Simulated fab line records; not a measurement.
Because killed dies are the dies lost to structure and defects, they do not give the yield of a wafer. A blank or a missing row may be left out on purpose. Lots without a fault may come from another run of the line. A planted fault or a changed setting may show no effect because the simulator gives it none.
Matching of chambers | flow n5 finfet | rie diel-02 running N5_BEOL_M2_ETCH_63: 4 sister chambers
The step etches SiARC in CF4, target depth 15.6 nm, time 26 s. 16 wafers are shown with their chamber, then 8 later ones without.

EACH WAFER AND ITS CHAMBER
wafer  | chamber | drypump motor current A (A) | showerhead plenum p Torr (Torr) | throttle valve pct (%)
L080.2 | 3       | 6.5                         | 2.13                            | 15.81
L080.3 | 1       | 5.3                         | 2.16                            | 15.68
L080.5 | 3       | 6.5                         | 2.13                            | 15.82
L081.2 | 1       | 5.3                         | 2.16                            | 15.68
L081.5 | 1       | 5.3                         | 2.16                            | 15.67
L081.6 | 0       | 5.5                         | 2.14                            | 15.48
L083.4 | 3       | 6.4                         | 2.12                            | 15.83
L083.5 | 2       | 4.7                         | 2.23                            | 15.30
L083.6 | 3       | 6.5                         | 2.12                            | 15.83
L085.4 | 2       | 4.7                         | 2.23                            | 15.30
L085.5 | 1       | 5.3                         | 2.16                            | 15.70
L085.6 | 0       | 5.5                         | 2.14                            | 15.48
L092.1 | 3       | 6.5                         | 2.12                            | 15.87
L092.4 | 2       | 4.7                         | 2.22                            | 15.33
L092.6 | 0       | 5.5                         | 2.14                            | 15.52
L091.2 | 0       | 5.5                         | 2.13                            | 15.54

SIGNATURES (averages over the wafers above)
reading                  | chamber 0 | chamber 1 | chamber 2 | chamber 3 | scatter within a chamber
drypump motor current A  | 5.500     | 5.300     | 4.700     | 6.480     | 0.0258
showerhead plenum p Torr | 2.1375    | 2.1600    | 2.2267    | 2.1240    | 0.00467
throttle valve pct       | 15.5050   | 15.6825   | 15.3100   | 15.8320   | 0.0221
Rule: for each reading, subtract the chamber's mean from the wafer's reading, divide by that reading's scatter and square the result; add these up over the readings and take the root, which gives the wafer's distance from the chamber. If the next closest chamber is less than 2 further off than the closest, the wafer can't be placed; otherwise it belongs to the closest. The scatter: take each reading less its chamber's mean, square it, sum over the shown wafers, divide by the number of wafers less the number of chambers, and take the root.

WAFERS WHOSE CHAMBER IS MISSING
wafer  | drypump motor current A (A) | showerhead plenum p Torr (Torr) | throttle valve pct (%)
L091.4 | 4.7                         | 2.22                            | 15.35
L091.5 | 6.5                         | 2.12                            | 15.86
L094.2 | 5.5                         | 2.13                            | 15.54
L094.3 | 4.7                         | 2.22                            | 15.36
L094.6 | 6.5                         | 2.12                            | 15.87
L095.1 | 5.5                         | 2.13                            | 15.54
L095.3 | 6.5                         | 2.11                            | 15.88
L095.5 | 4.7                         | 2.22                            | 15.36

CHAMBER TAKEN BY EACH
wafer  | from the rows above | in truth
L091.4 | 2                   | 2
L091.5 | 3                   | 3
L094.2 | 0                   | 0
L094.3 | 2                   | 2
L094.6 | 3                   | 3
L095.1 | 0                   | 0
L095.3 | 3                   | 3
L095.5 | 2                   | 2
Placed correctly: 8 of 8. Not placeable from these rows: 0. 0 placed wrongly.
